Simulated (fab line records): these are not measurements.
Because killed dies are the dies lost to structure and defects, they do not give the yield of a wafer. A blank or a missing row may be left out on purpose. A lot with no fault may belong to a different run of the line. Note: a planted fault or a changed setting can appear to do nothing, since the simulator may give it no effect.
Split-lot experiment / flow n5Finfet / 39 wafers read from 7 lots, route of 1938 steps

## THE SPLIT
At N5_MOL_CONTACT_COAG_VIA_ETCH_46 (etches SiO2 in C4F6/O2, target depth 46 nm, overetch 9.2 nm, time 40 s), the setting biasW was moved away from the recipe's 455 W on 12 of the 39 wafers read, by -15.8% to +5.9%. The other wafers ran this setting at the recipe's value.

Reading taken at the split's own step.

## THE READING
rfVppV, in V, at N5_MOL_CONTACT_COAG_VIA_ETCH_46 (etches SiO2 in C4F6/O2, target depth 46 nm, overetch 9.2 nm, time 40 s). Typical for fault-free wafers on this fab line: 1592 V, with standard deviation 21 V.

wafer=L074.1; tool, chamber at the split=rieDiel-01, 1; biasW as run, W=383.1; against the recipe=-15.8%; rfVppV, V=1386; against lot-mates on the recipe=-213
wafer=L074.2; tool, chamber at the split=rieDiel-01, 0; biasW as run, W=455; against the recipe=recipe; rfVppV, V=1602; against lot-mates on the recipe=-
wafer=L074.3; tool, chamber at the split=rieDiel-01, 2; biasW as run, W=383.1; against the recipe=-15.8%; rfVppV, V=1367; against lot-mates on the recipe=-232
wafer=L074.4; tool, chamber at the split=rieDiel-01, 3; biasW as run, W=455; against the recipe=recipe; rfVppV, V=1594; against lot-mates on the recipe=-
wafer=L074.5; tool, chamber at the split=rieDiel-01, 0; biasW as run, W=455; against the recipe=recipe; rfVppV, V=1601; against lot-mates on the recipe=-
wafer=L074.6; tool, chamber at the split=rieDiel-01, 3; biasW as run, W=383.1; against the recipe=-15.8%; rfVppV, V=1401; against lot-mates on the recipe=-198
wafer=L076.1; tool, chamber at the split=rieDiel-06, 0; biasW as run, W=411.4; against the recipe=-9.6%; rfVppV, V=1498; against lot-mates on the recipe=-100
wafer=L076.2; tool, chamber at the split=rieDiel-06, 2; biasW as run, W=411.4; against the recipe=-9.6%; rfVppV, V=1504; against lot-mates on the recipe=-94
wafer=L076.3; tool, chamber at the split=rieDiel-06, 1; biasW as run, W=411.4; against the recipe=-9.6%; rfVppV, V=1446; against lot-mates on the recipe=-152
wafer=L076.4; tool, chamber at the split=rieDiel-06, 1; biasW as run, W=455; against the recipe=recipe; rfVppV, V=1559; against lot-mates on the recipe=-
wafer=L076.5; tool, chamber at the split=rieDiel-06, 2; biasW as run, W=455; against the recipe=recipe; rfVppV, V=1621; against lot-mates on the recipe=-
wafer=L076.6; tool, chamber at the split=rieDiel-06, 0; biasW as run, W=455; against the recipe=recipe; rfVppV, V=1615; against lot-mates on the recipe=-
wafer=L080.3; tool, chamber at the split=rieDiel-06, 2; biasW as run, W=455; against the recipe=recipe; rfVppV, V=1620; against lot-mates on the recipe=-
wafer=L080.4; tool, chamber at the split=rieDiel-06, 2; biasW as run, W=455; against the recipe=recipe; rfVppV, V=1620; against lot-mates on the recipe=-
wafer=L080.5; tool, chamber at the split=rieDiel-06, 3; biasW as run, W=455; against the recipe=recipe; rfVppV, V=1582; against lot-mates on the recipe=-
wafer=L081.1; tool, chamber at the split=rieDiel-03, 2; biasW as run, W=401.8; against the recipe=-11.7%; rfVppV, V=1467; against lot-mates on the recipe=-123
wafer=L081.2; tool, chamber at the split=rieDiel-03, 3; biasW as run, W=401.8; against the recipe=-11.7%; rfVppV, V=1475; against lot-mates on the recipe=-115
wafer=L081.3; tool, chamber at the split=rieDiel-03, 1; biasW as run, W=455; against the recipe=recipe; rfVppV, V=1582; against lot-mates on the recipe=-
wafer=L081.4; tool, chamber at the split=rieDiel-03, 0; biasW as run, W=455; against the recipe=recipe; rfVppV, V=1595; against lot-mates on the recipe=-
wafer=L081.5; tool, chamber at the split=rieDiel-03, 0; biasW as run, W=455; against the recipe=recipe; rfVppV, V=1594; against lot-mates on the recipe=-
wafer=L081.6; tool, chamber at the split=rieDiel-03, 1; biasW as run, W=401.8; against the recipe=-11.7%; rfVppV, V=1439; against lot-mates on the recipe=-151
wafer=L083.1; tool, chamber at the split=rieDiel-03, 1; biasW as run, W=455; against the recipe=recipe; rfVppV, V=1578; against lot-mates on the recipe=-
wafer=L083.2; tool, chamber at the split=rieDiel-03, 3; biasW as run, W=455; against the recipe=recipe; rfVppV, V=1619; against lot-mates on the recipe=-
wafer=L083.3; tool, chamber at the split=rieDiel-03, 0; biasW as run, W=481.8; against the recipe=+5.9%; rfVppV, V=1664; against lot-mates on the recipe=+62
wafer=L083.4; tool, chamber at the split=rieDiel-03, 2; biasW as run, W=481.8; against the recipe=+5.9%; rfVppV, V=1681; against lot-mates on the recipe=+79
wafer=L083.5; tool, chamber at the split=rieDiel-03, 2; biasW as run, W=455; against the recipe=recipe; rfVppV, V=1610; against lot-mates on the recipe=-
wafer=L083.6; tool, chamber at the split=rieDiel-03, 1; biasW as run, W=481.8; against the recipe=+5.9%; rfVppV, V=1649; against lot-mates on the recipe=+47
wafer=L090.1; tool, chamber at the split=rieDiel-03, 2; biasW as run, W=455; against the recipe=recipe; rfVppV, V=1612; against lot-mates on the recipe=-
wafer=L090.2; tool, chamber at the split=rieDiel-03, 0; biasW as run, W=455; against the recipe=recipe; rfVppV, V=1594; against lot-mates on the recipe=-
wafer=L090.3; tool, chamber at the split=rieDiel-03, 3; biasW as run, W=455; against the recipe=recipe; rfVppV, V=1619; against lot-mates on the recipe=-
wafer=L090.4; tool, chamber at the split=rieDiel-03, 2; biasW as run, W=455; against the recipe=recipe; rfVppV, V=1610; against lot-mates on the recipe=-
wafer=L090.5; tool, chamber at the split=rieDiel-03, 0; biasW as run, W=455; against the recipe=recipe; rfVppV, V=1595; against lot-mates on the recipe=-
wafer=L090.6; tool, chamber at the split=rieDiel-03, 3; biasW as run, W=455; against the recipe=recipe; rfVppV, V=1618; against lot-mates on the recipe=-
wafer=L096.1; tool, chamber at the split=rieDiel-03, 1; biasW as run, W=455; against the recipe=recipe; rfVppV, V=1579; against lot-mates on the recipe=-
wafer=L096.2; tool, chamber at the split=rieDiel-03, 3; biasW as run, W=455; against the recipe=recipe; rfVppV, V=1618; against lot-mates on the recipe=-
wafer=L096.3; tool, chamber at the split=rieDiel-03, 0; biasW as run, W=455; against the recipe=recipe; rfVppV, V=1593; against lot-mates on the recipe=-
wafer=L096.4; tool, chamber at the split=rieDiel-03, 2; biasW as run, W=455; against the recipe=recipe; rfVppV, V=1612; against lot-mates on the recipe=-
wafer=L096.5; tool, chamber at the split=rieDiel-03, 3; biasW as run, W=455; against the recipe=recipe; rfVppV, V=1617; against lot-mates on the recipe=-
wafer=L096.6; tool, chamber at the split=rieDiel-03, 2; biasW as run, W=455; against the recipe=recipe; rfVppV, V=1611; against lot-mates on the recipe=-

FIT RESULTS
A straight line over all 39 wafers: rfVppV changes by +12.8 V for each +1% of biasW; r = +0.97; the points scatter about the line by 18 V.
The same after taking each lot's own level away (the mean of its wafers on the recipe; 39 wafers): +12.4 V for each +1%; r = +0.97; scatter 18 V.
The reading moves by 2e+02 V for the largest change in biasW, on that fit.
From 1590.3 to 1608.0 V: that is the span of the lots' own levels, equal to 0.8 times the standard deviation above.
The two slopes agree, so the slope changes little with the lot-to-lot level.
Check: for one of the wafers moved furthest among these (-15.8%), held out of the fit, the line's prediction against its lot-mates is -193 V. It came out at -213 V against them.
Tool readings at the split's step, against how far the setting was moved: rfVppV r = +0.97.

## FURTHER SPLITS ON THESE WAFERS
Before the reading, these wafers also passed through other splits. Each is held against what the fit with the lots' levels taken away leaves over:
other split on the same wafers=N5_DUMMY_GATE_ETCH_37 sourceW; wafers away from the commonest value=15; r with rfVppV (lot level and that fit taken away)=+0.24
other split on the same wafers=N5_DUMMY_GATE_ETCH_44 targetDepthA; wafers away from the commonest value=18; r with rfVppV (lot level and that fit taken away)=+0.05
other split on the same wafers=N5_GATE_CUT_EXPOSE_10 doseMj; wafers away from the commonest value=12; r with rfVppV (lot level and that fit taken away)=-0.06
other split on the same wafers=N5_MOL_CONTACT_COAG_ETCH_106 targetDepthA; wafers away from the commonest value=15; r with rfVppV (lot level and that fit taken away)=+0.00
other split on the same wafers=N5_MOL_CONTACT_COAG_CONTACT_ETCH_14 sourceW; wafers away from the commonest value=15; r with rfVppV (lot level and that fit taken away)=-0.28

## THE FILE'S OWN FIT
rfVppV changes by +12.5 V for each +1% of biasW, r = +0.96.
